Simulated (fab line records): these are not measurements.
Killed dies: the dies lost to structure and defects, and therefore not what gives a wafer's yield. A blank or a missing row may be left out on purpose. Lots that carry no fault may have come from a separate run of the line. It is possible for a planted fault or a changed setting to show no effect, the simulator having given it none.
Chamber matching :: flow n5 finfet :: N5_PASSIVATION_PECVD_00 on pecvd-01 has 3 sister chambers
The step deposits SiO2 from SiH4/N2O, target thk 200 nm, time 11.2 s. 6 wafers are shown with their chamber, then 8 later ones without.

== EACH WAFER AND ITS CHAMBER ==
wafer: L081.1
chamber: 2
throttle valve pct (%): 46
showerhead plenum p Torr (Torr): 8.25

wafer: L081.6
chamber: 1
throttle valve pct (%): 51
showerhead plenum p Torr (Torr): 7.99

wafer: L084.1
chamber: 0
throttle valve pct (%): 55
showerhead plenum p Torr (Torr): 8.05

wafer: L084.5
chamber: 1
throttle valve pct (%): 50
showerhead plenum p Torr (Torr): 7.98

wafer: L084.6
chamber: 2
throttle valve pct (%): 46
showerhead plenum p Torr (Torr): 8.20

wafer: L086.2
chamber: 0
throttle valve pct (%): 55
showerhead plenum p Torr (Torr): 8.07

== WAFERS WHOSE CHAMBER IS MISSING ==
wafer: L086.3
throttle valve pct (%): 51
showerhead plenum p Torr (Torr): 7.97

wafer: L086.6
throttle valve pct (%): 50
showerhead plenum p Torr (Torr): 7.99

wafer: L094.1
throttle valve pct (%): 50
showerhead plenum p Torr (Torr): 7.98

wafer: L094.4
throttle valve pct (%): 55
showerhead plenum p Torr (Torr): 8.05

wafer: L094.5
throttle valve pct (%): 50
showerhead plenum p Torr (Torr): 7.99

wafer: L093.3
throttle valve pct (%): 55
showerhead plenum p Torr (Torr): 8.04

wafer: L093.5
throttle valve pct (%): 55
showerhead plenum p Torr (Torr): 8.05

wafer: L093.6
throttle valve pct (%): 46
showerhead plenum p Torr (Torr): 8.22

== THE CHAMBER EACH PASSED THROUGH ==
wafer: L086.3
from the rows above: 1
in truth: 1

wafer: L086.6
from the rows above: 1
in truth: 1

wafer: L094.1
from the rows above: 1
in truth: 1

wafer: L094.4
from the rows above: 0
in truth: 0

wafer: L094.5
from the rows above: 1
in truth: 1

wafer: L093.3
from the rows above: 0
in truth: 0

wafer: L093.5
from the rows above: 0
in truth: 0

wafer: L093.6
from the rows above: 2
in truth: 2
Placed correctly: 8 of 8. Number that these rows cannot place: 0. Number placed wrongly: 0.
How it was worked out, from the rows above alone: a wafer's distance from a chamber is the root of the sum, over the readings, of the square of ((its reading less the chamber's mean) divided by the reading's scatter). If the next closest chamber is less than 2 further off than the closest, the wafer can't be placed; otherwise it belongs to the closest. The mean given for a chamber averages the wafers shown for that chamber. The scatter: the root of (the sum of the squares of (reading less its chamber's mean) over the shown wafers, divided by (wafers less chambers)).
